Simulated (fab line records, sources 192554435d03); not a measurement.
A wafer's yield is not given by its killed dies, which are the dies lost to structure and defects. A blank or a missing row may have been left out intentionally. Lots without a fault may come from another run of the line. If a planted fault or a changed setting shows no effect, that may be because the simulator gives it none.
Chamber matching || flow n5-finfet || N5_MOL_CONTACT_COAG_ETCH_105 on rie-diel-01 has 4 sister chambers
The step etches SiARC in CF4, target depth 15.6 nm, time 26 s. 4 wafers are shown with their chamber, then 8 later ones without.

WAFERS, EACH WITH ITS CHAMBER
{"wafer": "L077.2", "chamber": 1, "drypump-motor-current-A (A)": 6.1}
{"wafer": "L086.1", "chamber": 2, "drypump-motor-current-A (A)": 6.3}
{"wafer": "L086.5", "chamber": 3, "drypump-motor-current-A (A)": 5.3}
{"wafer": "L089.2", "chamber": 0, "drypump-motor-current-A (A)": 5.5}

WAFERS MISSING THEIR CHAMBER
{"wafer": "L089.4", "drypump-motor-current-A (A)": 6.3}
{"wafer": "L089.6", "drypump-motor-current-A (A)": 5.5}
{"wafer": "L090.1", "drypump-motor-current-A (A)": 6.1}
{"wafer": "L090.2", "drypump-motor-current-A (A)": 6.4}
{"wafer": "L090.6", "drypump-motor-current-A (A)": 5.3}
{"wafer": "L096.1", "drypump-motor-current-A (A)": 6.1}
{"wafer": "L096.4", "drypump-motor-current-A (A)": 6.4}
{"wafer": "L096.5", "drypump-motor-current-A (A)": 5.4}

CHAMBER TAKEN BY EACH
{"wafer": "L089.4", "from the rows above": 2, "in truth": 2}
{"wafer": "L089.6", "from the rows above": 0, "in truth": 0}
{"wafer": "L090.1", "from the rows above": 1, "in truth": 1}
{"wafer": "L090.2", "from the rows above": 2, "in truth": 2}
{"wafer": "L090.6", "from the rows above": 3, "in truth": 3}
{"wafer": "L096.1", "from the rows above": 1, "in truth": 1}
{"wafer": "L096.4", "from the rows above": 2, "in truth": 2}
{"wafer": "L096.5", "from the rows above": "can't be placed: 0 or 3", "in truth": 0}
Correct placement for 7 of the 8. Unplaceable from these rows: 1, with the true chamber sitting among the candidates in 1. 0 placed wrongly.
How it was worked out, from the rows above alone: a wafer's distance from a chamber is the root of the sum, over the readings, of the square of ((its reading less the chamber's mean) divided by the reading's scatter). The wafer belongs to the nearest chamber; if the next one is less than 2 further off, it can't be placed. The mean given for a chamber averages the wafers shown for that chamber. The scatter: root of mean squared gap, hidden wafer to nearest shown wafer, with one shown wafer a chamber.
